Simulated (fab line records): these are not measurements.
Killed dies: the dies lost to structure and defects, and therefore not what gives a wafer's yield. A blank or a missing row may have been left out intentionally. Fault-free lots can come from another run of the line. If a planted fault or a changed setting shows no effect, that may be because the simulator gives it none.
fab line records + flow n5Finfet
record
- lots=4
- wafers=12
- lastDay=18
route steps=1938 shown BEOL_M4@1099 BEOL_M5@1112 BEOL_M13@1706 PASSIVATION@1936
lots with no fault: from the same line, run without faults
startH: the number of hours between the record's first day and the start of the first shown wafer of the lot + waitH: hours elapsed since this lot's preceding step + " same as the row above + L1.1+2: a row that stands for several wafers + - value missing, or start not given + * or withheld: withheld + < > ~ a bound
route shown NAME@n: names a module that has steps shown in the file, with the first one's number in the route + usual: mean/standard deviation of fault-free wafers + same: alike in all rows + chamber/n: place in a boat + sites: each site's reading + _std_site: how widely they spread, as a standard deviation + _edge_site: inner sites' mean taken away from outer sites' mean + radiusMm: how far each site lies from the wafer's centre + mask NAME#n: copy n + behind: the most recent tool/chamber to have shaped the wafer + hold: cause of the lot's hold/its duration in hours/its outcome + device: the transistor (n, p or np) that didn't switch + end of line: the route-end tests of the same wafers + a step with no rows: only its recipe + killed: count of dies lost to structure and defects at first sort (not the wafer's yield) + map: shows each die of a wafer: x if killed, . if not, _ if none is there
set.NAME: the setting as run; set.NAME@STEP: as run at that earlier step + model.NAME: the simulator's own value behind a step, which no gauge read
lots at selected steps of the route; one table per step, one row per wafer
services: from which hour (startH, from the record's first day; less than 0 if before it) a tool's chamber was out of use, for how many hours, and why
## steps
# step N5_BEOL_M4_ANNEAL_95
# recipe
- tempC=400
- timeS=240
- ambient=vacuum
# step N5_BEOL_M4_SPUTTER_96
# recipe
- material=Cu
- targetThkA=45
- tempC=-20
- chamberPressurePa=0.07
- powerW=withheld
- timeS=8.29
# step N5_BEOL_M4_ECD_50
# recipe
- material=Cu
- targetThkA=3000
# step N5_BEOL_M4_ANNEAL_51
# recipe
- tempC=225
- timeS=90
- ambient=N2
# step N5_BEOL_M4_CMP_52
# recipe
- stopOn=SiOC
- tOverpolishS=6.8
- downForcePsi=1
- platenRpm=50
- clearingPlatenDownForcePsi=1.5
- clearingPlatenRpm=50
- postCmpClean=cuAlkaline
- targetThkNm=40
- clearingPlatenPadVelocityMS=0.99484
- padVelocityMS=0.99484
# step N5_BEOL_M4_PRE_CLEAN_60
# recipe
- gas=NH3/H2
- timeS=15
- tempC=*
- rfPowerW=300
# step N5_BEOL_M4_CO_CAP_55
# recipe
- material=Co
- targetThkA=20
- tempC=200
- precursor=CCTBA/H2
- pressureTorr=30
- timeS=102.1
# step N5_BEOL_M4_PRE_CLEAN_56
# recipe
- gas=NH3
- timeS=15
- tempC=withheld
- rfPowerW=300
# step N5_BEOL_M4_DEP_57
# recipe
- material=SiCN
- targetThkA=80
- tempC=withheld
- precursor=3MS/NH3
- pressureTorr=3
- rfW=202
- timeS=14
# step N5_BEOL_M4_RC_MEAS_101
# usual
- DIBL_N=36.2/1.6
- DIBL_P=36.1/2
- IOFF_N=0.16/0.032
- IOFF_P=0.22/0.036
- ION_N=672/11
- ION_P=463/7.5
- SS_N=71.4/0.58
- SS_P=73.2/0.67
- VT_N=250/3.3
- VT_P=-250/3.3
| lot.wafer | tool      | chamber | startH | waitH | DIBL_N[mV/V] | DIBL_P[mV/V] | IOFF_N[nA/um] | IOFF_P[nA/um] | ION_N[uA/um] | ION_P[uA/um] | SS_N[mV/dec] | SS_P[mV/dec] | VT_N[mV] | VT_P[mV] |
|-----------|-----------|---------|--------|-------|--------------|--------------|---------------|---------------|--------------|--------------|--------------|--------------|----------|----------|
| L217.2    | prober-01 | 0       | 175.64 | 0.2   | 38.3         | 37.9         | 0.19          | 0.28          | 676          | 468          | 72.0         | 73.7         | 246      | -245     |
| L217.3    | "         | 0       | "      | "     | 32.8         | 31.0         | 0.10          | 0.16          | 651          | 457          | 70.2         | 72.0         | 255      | -255     |
| L217.4    | "         | 0       | "      | "     | 35.6         | 35.2         | 0.14          | 0.22          | 671          | 465          | 71.6         | 73.0         | 251      | -249     |
| L219.1    | prober-02 | 0       | 181.49 | 0.0   | 36.2         | 35.0         | 0.15          | 0.20          | 673          | 464          | 71.3         | 73.4         | 252      | -251     |
| L219.3    | "         | 0       | "      | "     | 36.9         | 36.1         | 0.16          | 0.22          | 677          | 462          | 71.9         | 73.9         | 249      | -247     |
| L219.4    | "         | 0       | "      | "     | 38.1         | 36.8         | 0.17          | 0.24          | 673          | 457          | 72.3         | 73.9         | 250      | -248     |
| L229.1    | prober-02 | 0       | 253.54 | 0.0   | 35.8         | 37.1         | 0.16          | 0.21          | 677          | 466          | 71.4         | 73.5         | 250      | -248     |
| L229.4    | "         | 0       | "      | "     | 36.6         | 38.8         | 0.20          | 0.25          | 684          | 470          | 71.9         | 74.4         | 244      | -250     |
| L229.6    | "         | 0       | "      | "     | 35.6         | 36.5         | 0.16          | 0.21          | 676          | 459          | 71.0         | 73.3         | 249      | -250     |
| L238.1    | prober-02 | 0       | 322.86 | 0.0   | 35.0         | 35.9         | 0.14          | 0.18          | 678          | 465          | 70.4         | 72.6         | 252      | -251     |
| L238.4    | "         | 0       | "      | "     | 35.1         | 36.2         | 0.13          | 0.18          | 679          | 464          | 71.2         | 72.8         | 251      | -252     |
| L238.5    | "         | 0       | "      | "     | 36.3         | 37.7         | 0.16          | 0.21          | 677          | 467          | 71.5         | 72.8         | 250      | -253     |
# step N5_BEOL_M5_ILD_DEP_00
# recipe
- material=SiCOH_lowk
- targetThkA=1406.4
- tempC=300
- precursor=DEMS/porogen
- pressureTorr=5
- rfW=500
- timeS=25.9
# step N5_BEOL_M5_CURE_79
# recipe
- tempC=385
- timeS=240
- ambient=He/Ar
- material=SiCOH_lowk
# step N5_BEOL_M5_PECVD_70
# recipe
- material=SiO2
- targetThkA=160
- tempC=400
- precursor=TEOS/O2
- pressureTorr=5.5
- rfW=450
- teosFlowSccm=53.8
- gas=O2
- flowSccm=3000
- timeS=18
# step N5_BEOL_M5_HM_DEP_02
# recipe
- material=TiN
- targetThkA=200
- tempC=25
- chamberPressurePa=0.49996
# step N5_BEOL_M5_COAT_59
# recipe
- resist=SOC
- tempC=250
- timeS=60
- spinRpm=1500
- resistThkNm=60
# step N5_BEOL_M5_COAT_60
# recipe
- resist=SiARC
- tempC=220
- timeS=60
- spinRpm=1500
- resistThkNm=12
# step N5_BEOL_M5_COAT_71
# recipe
- resist=underlayer
- tempC=205
- timeS=60
- spinRpm=1500
- resistThkNm=5
# step N5_BEOL_M5_COAT_05
# recipe
- resist=CAR-EUV
- spinRpm=1500
- resistThkNm=30
# step N5_BEOL_M5_EBR_07
# recipe
- solvent=PGMEA
- ebrWidthMm=1.5
# step N5_BEOL_M5_SOFTBAKE_06
# recipe
- tempC=110
- timeS=60
- resist=CAR-EUV
# step N5_BEOL_M5_EXPOSE_08
# recipe
- maskId=M5
- na=0.33
- sourceShape=annular
- sigmaInner=0.4
- sigmaOuter=0.8
- polarization=unpolarized
- targetCdNm=28
- doseMj=35.75
# step N5_BEOL_M5_PEB_09
# recipe
- pebTempC=100
- pebTimeS=60
- resist=CAR-EUV
# step N5_BEOL_M5_DEVELOP_10
# recipe
- developTimeS=30
- developer=TMAH
- resist=CAR-EUV
- rinseLiquid=surfactantRinse
- dry=airSpin
- devTempC=23
# step N5_BEOL_M5_DESCUM_16
# recipe
- chemistry=O2
- timeS=7
- sourcePowerW=50
- biasPowerW=20
- pressureMtorr=20
- rfFrequencyHz=2.712e+07
- tempC=40
- resist=CAR-EUV
- o2FlowSccm=225
# step N5_BEOL_M5_ETCH_72
# recipe
- chemistry=N2/H2
- target=underlayer
- targetDepthA=65
- maskMaterial=CAR-EUV
- timeS=5.2
- ionEnergyEv=200
- pressureMtorr=30
- sourceW=840
- biasW=150
- n2FlowSccm=200
- h2FlowSccm=200
- ends=cleared
# step N5_BEOL_M5_ETCH_61
# recipe
- chemistry=CF4
- target=SiARC
- targetDepthA=156
- maskMaterial=CAR-EUV
- timeS=26
- ionEnergyEv=80
- pressureMtorr=40
- sourceW=545
- biasW=36
- Ar_flow_sccm=100
- cf4FlowSccm=100
- ends=cleared
# step N5_BEOL_M5_ETCH_62
# recipe
- chemistry=N2/H2
- target=SOC
- targetDepthA=750
- overetchA=150
- maskMaterial=SiARC
- tempC=40
- timeS=112.5
- ionEnergyEv=200
- pressureMtorr=30
- sourceW=840
- biasW=150
- n2FlowSccm=200
- h2FlowSccm=200
# step N5_BEOL_M5_STRIP_63
# recipe
- chemistry=N2/H2
- tempC=40
- n2FlowSccm=200
- h2FlowSccm=200
- rfFrequencyHz=6e+07
# step N5_BEOL_M5_STRIP_73
# recipe
- chemistry=N2/H2
- tempC=40
- n2FlowSccm=200
- h2FlowSccm=200
- rfFrequencyHz=6e+07
# step N5_BEOL_M5_STRIP_64
# recipe
- chemistry=CF4
- resist=SiARC
- powerW=300
- biasPowerW=75
- pressureMtorr=50
- cf4FlowSccm=150
- rfFrequencyHz=6e+07
# step N5_BEOL_M5_HM_OPEN_17
# recipe
- chemistry=Cl2/BCl3
- targetDepthA=200
- overetchA=60
- target=TiN
- maskMaterial=SOC
- ionEnergyEv=150
- pressureMtorr=10
- icpW=1000
- biasW=126
- Cl2_flow_sccm=53.25
- bcl3FlowSccm=21.75
- Ar_flow_sccm=25
# step N5_BEOL_M5_STRIP_19
# recipe
- chemistry=O2
- powerW=400
- tempC=40
- pressureMtorr=30
- rfFrequencyHz=6e+07
- biasPowerW=0
- overashFraction=0.2
- o2FlowSccm=225
# step N5_BEOL_M5_COAT_65
# recipe
- resist=SOC
- tempC=250
- timeS=60
- spinRpm=1500
- resistThkNm=60
# step N5_BEOL_M5_COAT_66
# recipe
- resist=SiARC
- tempC=220
- timeS=60
- spinRpm=1500
- resistThkNm=12
# step N5_BEOL_M13_SPUTTER_44
# recipe
- material=Ta
- targetThkA=100
- tempC=50
- biasV=80
- powerW=15000
- chamberPressurePa=0.07
- timeS=16.13
# usual
- biasV=80.0/0.79
- cathodeDcPowerW=15000/2.7
- chamberPressurePa=0.07/0.00016
- throttleValvePct=30.1/1.1
| lot.wafer | tool          | chamber | startH | waitH | biasV | cathodeDcPowerW | chamberPressurePa | throttleValvePct |
|-----------|---------------|---------|--------|-------|-------|-----------------|-------------------|------------------|
| L217.2    | pvdSputter-02 | -       | 255.41 | 0.0   | -     | -               | -                 | -                |
| L217.3    | "             | -       | "      | "     | -     | -               | -                 | -                |
| L217.4    | "             | -       | "      | "     | -     | -               | -                 | -                |
| L219.1    | pvdSputter-03 | -       | 262.42 | 0.0   | -     | -               | -                 | -                |
| L219.3    | "             | -       | "      | "     | -     | -               | -                 | -                |
| L219.4    | "             | -       | "      | "     | -     | -               | -                 | -                |
| L229.1    | pvdSputter-02 | -       | 331.72 | 0.0   | 81.5  | 15000           | 0.06994           | 28.9             |
| L229.4    | "             | -       | "      | "     | 79.6  | 15000           | 0.07001           | 29.3             |
| L229.6    | "             | -       | "      | "     | 79.5  | 14999           | 0.06964           | 29.3             |
| L238.1    | pvdSputter-03 | -       | 398.76 | 0.0   | 78.9  | 14996           | 0.06979           | 30.1             |
| L238.4    | "             | -       | "      | "     | 80.2  | 14999           | 0.07009           | 32.0             |
| L238.5    | "             | -       | "      | "     | 80.1  | 15001           | 0.06994           | 29.5             |
# step N5_BEOL_M13_CMP_49
# recipe
- stopOn=SiOC
- tOverpolishS=17.1
- downForcePsi=1
- platenRpm=50
- clearingPlatenDownForcePsi=1.5
- clearingPlatenRpm=50
- postCmpClean=cuAlkaline
- targetThkNm=420
- clearingPlatenPadVelocityMS=0.99484
- padVelocityMS=0.99484
# usual
- barrierFieldEndpointS=30.1/0.74
- motorCurrentA=5.9/0.46
| lot.wafer | tool   | chamber | startH | waitH | barrierFieldEndpointS | motorCurrentA |
|-----------|--------|---------|--------|-------|-----------------------|---------------|
| L217.3    | cmp-02 | 0       | 256.11 | 0.2   | 17.9                  | 5.4           |
| L217.4    | "      | 1       | "      | "     | 17.7                  | 5.9           |
| L217.2    | "      | 2       | "      | "     | 17.3                  | 6.4           |
| L219.1    | cmp-01 | 3       | 263.08 | 0.3   | 18.9                  | 6.2           |
| L219.3    | "      | 0       | "      | "     | 18.1                  | 6.5           |
| L219.4    | "      | 2       | "      | "     | 17.8                  | 5.7           |
| L229.1    | cmp-03 | 0       | 333.31 | 0.5   | 30.9                  | 5.4           |
| L229.4    | "      | 1       | "      | "     | 31.4                  | 5.9           |
| L229.6    | "      | 0       | "      | "     | 31.3                  | 5.3           |
| L238.1    | cmp-02 | 0       | 399.45 | 0.3   | 29.2                  | 5.4           |
| L238.4    | "      | 1       | "      | "     | 29.4                  | 5.7           |
| L238.5    | "      | 3       | "      | "     | 28.9                  | 5.7           |
# step N5_PASSIVATION_PROBE_49
# usual
- defectLimitedYield=91.4/1.3
- killed_at_M0_to_M3=34/10
- killed_at_M4_up=14/5.6
- killedAtContacts=13/5.9
- killedAtFrontEnd=37/9.9
- killedAtOther=3.5/2.8
- killedDies=101/15
- killedOpen=67/12
- killedShort=32/6.6
- sort_bin_5_function=5.0/0.81
- sort_bin_6_memory=3.2/0.66
- sortNPass=1079/15
- sortYieldPct=91.4/1.3
# same
- grossDies=1180
- killedAtBackSide=0
- sort_bin_4_leakage[%]=0
- sort_bin_8_speed[%]=0
| lot.wafer | tool      | chamber | startH | waitH | defectLimitedYield[%] | killed_at_M0_to_M3 | killed_at_M4_up | killedAtContacts | killedAtFrontEnd | killedAtOther | killedDies | killedOpen | killedShort | sort_bin_5_function[%] | sort_bin_6_memory[%] | sortNPass | sortYieldPct[%] |
|-----------|-----------|---------|--------|-------|-----------------------|--------------------|-----------------|------------------|------------------|---------------|------------|------------|-------------|------------------------|----------------------|-----------|-----------------|
| L219.1    | prober-02 | -       | 288.42 | 0.0   | 80.7                  | 43                 | 139             | 15               | 25               | 6             | 228        | 85         | 31          | 15.5                   | 3.6                  | 952       | 80.7            |
| L219.3    | prober-02 | -       | 288.52 | 0.1   | 81.9                  | 31                 | 134             | 9                | 36               | 3             | 213        | 71         | 24          | 14.3                   | 3.4                  | 967       | 81.9            |
| L219.4    | prober-02 | -       | 288.57 | 0.2   | 84.1                  | 22                 | 121             | 4                | 40               | 1             | 188        | 63         | 27          | 12.7                   | 2.9                  | 992       | 84.1            |
| L217.2    | prober-02 | -       | 289.93 | 0.1   | 80.9                  | 36                 | 124             | 25               | 30               | 10            | 225        | 87         | 26          | 14.3                   | 4.5                  | 955       | 80.9            |
| L217.3    | prober-02 | -       | 289.98 | 0.1   | 82.5                  | 31                 | 117             | 15               | 42               | 2             | 207        | 56         | 37          | 14.3                   | 3.1                  | 973       | 82.5            |
| L217.4    | prober-02 | -       | 290.03 | 0.2   | 83.3                  | 27                 | 121             | 9                | 29               | 11            | 197        | 57         | 31          | 13.5                   | 2.8                  | 983       | 83.3            |
# killed by level:class
L219.1 BEOL_M13:areaSputter=112 BEOL_M2:geometricParticle:open=16 BEOL_M4:geometricParticle:open=16 MOL_CONTACT_COAG:geometricParticle:open=11 FIN_SAQP:geometricParticle:short=6 BEOL_M0_SAQP:geometricParticle:open=6 BEOL_M0:geometricParticle:open=6 DUMMY_GATE:geometricParticle:open=5
L219.3 BEOL_M13:areaSputter=118 DUMMY_GATE:geometricParticle:open=9 BEOL_M3:geometricParticle:open=8 BEOL_M4:geometricParticle:open=8 BEOL_M0_SAQP:geometricParticle:open=7 GATE_CUT:geometricParticle:short=6 MOL_CONTACT_COAG:geometricParticle:open=6 STI_FIN_REVEAL:geometricParticle:open=5
L219.4 BEOL_M13:areaSputter=97 STI_FIN_REVEAL:geometricParticle:open=11 BEOL_M4:geometricParticle:open=7 FIN_SAQP:geometricParticle:open=6 BEOL_M0_SAQP:geometricParticle:open=5 ILD0:geometricParticle:short=4 GATE_CUT:geometricParticle:open=4 BEOL_M2:geometricParticle:open=4
L217.2 BEOL_M13:areaSputter=108 MOL_CONTACT_COAG:geometricParticle:open=21 BEOL_M1:geometricParticle:open=14 BEOL_M0_SAQP:geometricParticle:open=8 STI_FIN_REVEAL:geometricParticle:open=6 DUMMY_GATE:geometricParticle:open=6 FIN_SAQP:geometricParticle:short=5 GATE_CUT:geometricParticle:short=5
L217.3 BEOL_M13:areaSputter=112 FIN_SAQP:geometricParticle:short=14 FIN_SAQP:geometricParticle:open=10 MOL_CONTACT_COAG:geometricParticle:open=9 BEOL_M1:geometricParticle:open=9 BEOL_M0_SAQP:geometricParticle:short=7 GATE_CUT:geometricParticle:open=6 GATE_CUT:geometricParticle:short=6
L217.4 BEOL_M13:areaSputter=107 FIN_SAQP:geometricParticle:short=8 BEOL_M1:geometricParticle:open=8 DUMMY_GATE:geometricParticle:open=6 MOL_CONTACT_COAG:geometricParticle:open=6 BEOL_M2:geometricParticle:open=6 BEOL_M4:geometricParticle:open=5 BEOL_M0_SAQP:geometricParticle:open=4
# map L217.2 (x killed, . not)
_________________......x.....________________
______________.....x...........x_____________
___________...x.............x......__________
__________.........................._________
________.......x.x..............x....._______
_______.................x...x.x....x...______
______....xx..xx.....x..xx.....x.......x_____
_____...................x..x..x..........____
____.............xx...x.....x......x..x...___
___...x.....x.....xxx.......x............xx__
___...................xx..xx...x....x......__
__.....x...x.xx.x....x.....xx.x...x......x.._
__....x......x.....xxx.xx......xx..........._
_.............xxx.xxx...xx.x................x
_x...xxx..........x..x.xxx.........x...x...x.
_..x...x.........xxxx.xxxx..x..xx....xx.....x
_.................xx.xx..x.......x...x..xx...
_.......x.x.......x.xx...x..x....xxx.........
_.......x...........xxxx..xx.x....x........x.
_.....x....x....x..x.....x...x.x......x...x.x
_.......xx..x.....xxxxx...x.x.xx.x.x.......x.
__xx...........x.xx....xxx......x.x........._
__...x............xx.x...x.xxxx......xx....._
___.........xx.....xxx....x.x.....x.x......__
___.........x..x....x..xx.....xx....x......__
____...x.x......x....x.x..................___
_____.....x.....xxx.x.......x.x..........____
______.........x.......xx..............._____
_______......xx.........x.............x______
________.x.x.x.....................x.x_______
__________x..............x.........._________
___________........................__________
______________...........x...x.._____________
_________________.......xx.x.________________
# map L219.1 (x killed, . not)
_________________..x......x..________________
______________.x...x.........x.._____________
___________............x......x....__________
__________...xxx.x...x.x........x..._________
________...........x.................._______
_______x...x........x.....x............______
______............x....................._____
_____...........x........x......x.x......____
____......x................x...x.x........___
___.............x...x.x........x......x....__
___....x.x.....................x...........__
__....x.x.........x.xx...x....x............._
__.x..x...x........x.x...x.......x.x........_
_..x..........x................xx..x........x
_...x.x.............xx....x....x.....x....x..
_.....x..xx.xx..............x......xx........
_..x......x......x..x....x..x......x......x..
_............x.x..x..x....x...x...x..x....x.x
_...x......x..x.x.x.xx.x.......x.............
_............x.x.xx..xx...x...x...x.x..x.....
_x........xx......xx....x.x.x..x..xx.......x.
__.xx.x.x...x.x......xx.x...x............x.x_
__.........x.x....x...xxx.x.........x......._
___..x....xx.x......x....xx...x......x..xx.__
___.......x......xx.xxx.x...x..xxx..x......__
____........x..x..x...x..x.x..........xx..___
_____x.x.......xxxx.x.x..xx.....x....x...____
______.x..x..xx.x.x.............x...x..._____
_______......x.x.x..x.x..............x.______
________.......xx..xxx.......x..x.xx.._______
__________......x..x.x..x...x.x....._________
___________.x.....x...x...x.....x.x__________
______________....xx.x..xx......_____________
_________________.x........x.________________
## services
| tool   | chamber | startH | hours | kind                          |
|--------|---------|--------|-------|-------------------------------|
| cmp-01 | -       | 291.99 | 1.7   | repair                        |
| cmp-03 | -       | 311.97 | 4.0   | pm                            |
| cmp-03 | -       | 315.97 | -     | consumableReplace:conditioner |
| cmp-03 | -       | 315.97 | -     | consumableReplace:pad         |
| cmp-03 | -       | 324.02 | 4.8   | pm                            |
| cmp-02 | -       | 337.85 | 1.1   | repair                        |
| cmp-01 | -       | 340.13 | 7.8   | pm                            |
| cmp-02 | -       | 344.61 | 0.6   | repair                        |
| cmp-01 | -       | 372.76 | 4.5   | pm                            |
| cmp-01 | -       | 377.37 | 10.4  | pm                            |
| cmp-03 | -       | 381.02 | 1.8   | repair                        |
## key
firstSign
- step=N5_BEOL_M13_SPUTTER_44
- reading=toolRecord
- direction=missing
effect
- step=N5_BEOL_M13_CMP_49
- reading=barrierFieldEndpointS
- direction=down
- sigmas=17
- usual=30.1
- struck=17.9
effect
- step=N5_PASSIVATION_PROBE_49
- reading=killed_at_M4_up
- direction=up
- sigmas=20
- usual=14
- struck=126
moreKillsBornAt
- N5_BEOL_M13_SPUTTER_44@pvdSputter-02=332
- N5_BEOL_M13_SPUTTER_44@pvdSputter-03=328
metAt N5_BEOL_M13_SPUTTER_44
struckWafers L217.2,L217.3,L217.4,L219.1,L219.3,L219.4
fault
- kind=skippedStepWhole
- tool=pvdSputter-02,pvdSputter-03
- chamber=-
- onsetH=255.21
- steps=N5_BEOL_M13_SPUTTER_44
- scope=struckLotsOnly
